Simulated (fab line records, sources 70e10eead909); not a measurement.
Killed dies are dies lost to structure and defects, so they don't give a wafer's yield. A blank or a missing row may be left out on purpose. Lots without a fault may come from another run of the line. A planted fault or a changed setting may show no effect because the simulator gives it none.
Chamber matching | flow nand_harc | NHARC_A_M0_DEP_32 on pecvd-04: 3 sister chambers
The step deposits SiCN, target thk 30 nm. 6 wafers are shown with their chamber, then 10 later ones without.

WAFERS WITH THEIR CHAMBER
wafer  | chamber | heater_power_outer_w (W) | heater_power_w (W)
L076.6 | 2       | 361                      | 658
L089.3 | 2       | 395                      | 707
L089.4 | 0       | 362                      | 648
L089.5 | 1       | 357                      | 592
L090.1 | 0       | 333                      | 615
L090.5 | 1       | 341                      | 555

WAFERS WITHOUT THEIR CHAMBER
wafer  | heater_power_outer_w (W) | heater_power_w (W)
L090.6 | 334                      | 625
L092.1 | 352                      | 665
L092.2 | 405                      | 659
L092.4 | 358                      | 664
L094.3 | 370                      | 669
L094.5 | 347                      | 640
L094.6 | 383                      | 633
L097.1 | 356                      | 599
L097.4 | 349                      | 629
L097.6 | 366                      | 605

WHICH CHAMBER EACH WENT THROUGH
wafer  | from the rows above          | in truth
L090.6 | can't be placed: 0 or 1      | 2
L092.1 | can't be placed: 0 or 2      | 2
L092.2 | can't be placed: 2 or 0      | 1
L092.4 | can't be placed: 2 or 0 or 1 | 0
L094.3 | can't be placed: 2 or 0      | 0
L094.5 | can't be placed: 0 or 2      | 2
L094.6 | can't be placed: 2 or 0 or 1 | 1
L097.1 | can't be placed: 1 or 0      | 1
L097.4 | can't be placed: 0 or 1      | 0
L097.6 | can't be placed: 0 or 1 or 2 | 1
Placed correctly: 0 of 10. Can't be placed from these rows: 10 (the true chamber is among the candidates in 8). Placed wrongly: 0.
How it was worked out, from the rows above alone: a wafer's distance from a chamber is the root of the sum, over the readings, of the square of ((its reading less the chamber's mean) divided by the reading's scatter). The wafer belongs to the nearest chamber; if the next one is less than 2 further off, it can't be placed. A chamber's mean is the mean of its shown wafers. The scatter: the root of (the sum of the squares of (reading less its chamber's mean) over the shown wafers, divided by (wafers less chambers)).
